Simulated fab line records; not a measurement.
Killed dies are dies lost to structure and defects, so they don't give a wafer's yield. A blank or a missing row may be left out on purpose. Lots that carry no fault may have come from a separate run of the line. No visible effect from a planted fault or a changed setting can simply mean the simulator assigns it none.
Split-lot study	flow n5-finfet	21 wafers read across 7 lots, on a route 1938 steps long

THE SPLIT ITSELF
At N5_BEOL_M6_ETCH_66 (etches SOC in N2/H2, target depth 80 nm, overetch 16 nm, time 120 s), the setting source-w was moved away from the recipe's 840 W on 7 of the 21 wafers read, by -10.7% to +17.7%. This setting was run at the recipe's value on the other wafers.

The split's own step is where the reading is taken.

THE READING
rf-vpp-V, in V, at N5_BEOL_M6_ETCH_66 (etches SOC in N2/H2, target depth 80 nm, overetch 16 nm, time 120 s). Fault-free wafers of this fab line usually give 524.3 V, standard deviation 2.7 V.

wafer	tool, chamber at the split	source-w as run, W	against the recipe	rf-vpp-V, V	against lot-mates on the recipe
L077.1	rie-diel-01, 2	840	recipe	522.0	-
L077.5	rie-diel-01, 1	749.7	-10.7%	543.4	+20.8
L077.6	rie-diel-01, 2	840	recipe	523.3	-
L078.4	rie-diel-02, 2	900.5	+7.2%	514.8	-5.3
L078.5	rie-diel-02, 0	900.5	+7.2%	512.4	-7.7
L078.6	rie-diel-02, 3	840	recipe	520.1	-
L080.1	rie-diel-06, 3	840	recipe	526.1	-
L080.5	rie-diel-06, 2	840	recipe	527.5	-
L080.6	rie-diel-06, 1	840	recipe	522.7	-
L083.4	rie-diel-06, 1	840	recipe	521.6	-
L083.5	rie-diel-06, 1	840	recipe	521.3	-
L083.6	rie-diel-06, 2	840	recipe	529.1	-
L084.2	rie-diel-02, 0	899.6	+7.1%	512.5	-11.7
L084.4	rie-diel-02, 1	899.6	+7.1%	513.3	-10.9
L084.6	rie-diel-02, 1	840	recipe	524.2	-
L096.3	rie-diel-06, 1	988.6	+17.7%	492.4	-32.1
L096.5	rie-diel-06, 0	840	recipe	528.2	-
L096.6	rie-diel-06, 1	840	recipe	520.9	-
L097.2	rie-diel-02, 1	962.7	+14.6%	500.6	-22.3
L097.4	rie-diel-02, 1	840	recipe	523.2	-
L097.5	rie-diel-02, 1	840	recipe	522.6	-

FIT RESULTS
A straight line over all 21 wafers: rf-vpp-V changes by -1.68 V for each +1% of source-w; r = -0.97; the points scatter about the line by 2.6 V.
The same after taking each lot's own level away (the mean of its wafers on the recipe; 21 wafers): -1.66 V for each +1%; r = -0.96; scatter 2.8 V.
Per that fit: largest source-w move, reading shift of 29 V.
The lots' own levels span 520.10 to 525.43 V, that is 2.0 times the standard deviation above.
The two slopes are in agreement: the lot-to-lot level therefore moves the slope only a little.
Check: for one of the wafers moved furthest among these (+17.7%), held out of the fit, the line's prediction against its lot-mates is -26.7 V. It came out at -32.1 V against them.
Tool readings at the split's step, against how far the setting was moved: rf-vpp-V r = -0.97.

OTHER SPLITS APPLIED TO THESE WAFERS
Before the reading, these wafers also passed through other splits. Each is held against what the fit with the lots' levels taken away leaves over:
other split on the same wafers	wafers away from the commonest value	r with rf-vpp-V (lot level and that fit taken away)
N5_BEOL_M4_COAT_67 spin-rpm	5	-0.12
N5_BEOL_M6_EXPOSE_25 dose-mj	8	-0.01

THE WHOLE CHAIN: every reading that the file lists as answering this split, in the file's order
step	what it does	reading	change (the file's fit)	r (the file's)
N5_BEOL_M6_ETCH_66	etches SOC in N2/H2, target depth 80 nm, overetch 16 nm, time 120 s	rf-vpp-V	-1.67 V for each +1% of the setting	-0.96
N5_BEOL_M6_ETCH_66	etches SOC in N2/H2, target depth 80 nm, overetch 16 nm, time 120 s	SiARC_of_BEOL_M6_COAT_64.thk-nm (the simulator's own value, which no gauge read)	-0.0294 nm for each +1% of the setting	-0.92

FILE'S OWN FIT
rf-vpp-V changes by -1.67 V for each +1% of source-w, r = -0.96.
